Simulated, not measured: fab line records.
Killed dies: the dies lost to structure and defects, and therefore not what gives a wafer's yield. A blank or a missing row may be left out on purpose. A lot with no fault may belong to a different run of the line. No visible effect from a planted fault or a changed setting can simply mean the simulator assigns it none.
2 desks, one fault	flow nand_harc	every desk sees just its own numbers, and what lay behind them comes last

## METROLOGY DESK
What the gauges read for every lot (on any tool): the sampled wafers with a number, averaged. Any lot whose mean is over 4 standard deviations away from the usual mean is out of limits and marked OUT; that distance is given in the brackets.
Columns: A = thk_nm at NHARC_P_M2_THK_MEAS_24, usual 144.0 nm
lot	first seen here	A
L584	day 6 23:42	145.4
L586	day 6 23:50	144.7
L587	day 7 00:43	143.5
L588	day 7 05:14	143.9
L589	day 7 05:44	143.9
L590	day 7 18:24	144.6
L591	day 8 01:48	144.2
L592	day 8 03:21	144.4
L596	day 9 17:57	141.4
L599	day 10 02:22	143.2
L604	day 11 05:44	143.4
L607	day 11 20:10	144.1
Finding of this desk: none of the 12 lots has anything out of limits.

## AT THE TOOL OWNER'S DESK: cmp-01
The tool's own readings at NHARC_P_M2_CMP_23 (polishes, t overpolish 20 s, target thk 144.3 nm): means of the sampled wafers that have a number, for each lot that ran on this tool. Any lot whose mean is over 4 standard deviations away from the usual mean is out of limits and marked OUT; that distance is given in the brackets.
Columns: A = motor_current_A at NHARC_P_M2_CMP_23, usual 12.6 A; B = time_to_endpoint_s at NHARC_P_M2_CMP_23, usual 28.3 s
lot	first seen here	A	B
L587	day 7 00:27	12.2	27.7
L590	day 7 18:05	12.9	32.3
L592	day 8 03:02	12.3	27.8
L596	day 9 17:41	11.6	25.6
Finding of this desk: none of the 4 lots has anything out of limits.

## PUT TOGETHER
The metrology desk saw nothing out of limits.
Nothing out of limits was seen by the tool owner's desk.

## WHAT THE SIMULATOR HAD INSERTED
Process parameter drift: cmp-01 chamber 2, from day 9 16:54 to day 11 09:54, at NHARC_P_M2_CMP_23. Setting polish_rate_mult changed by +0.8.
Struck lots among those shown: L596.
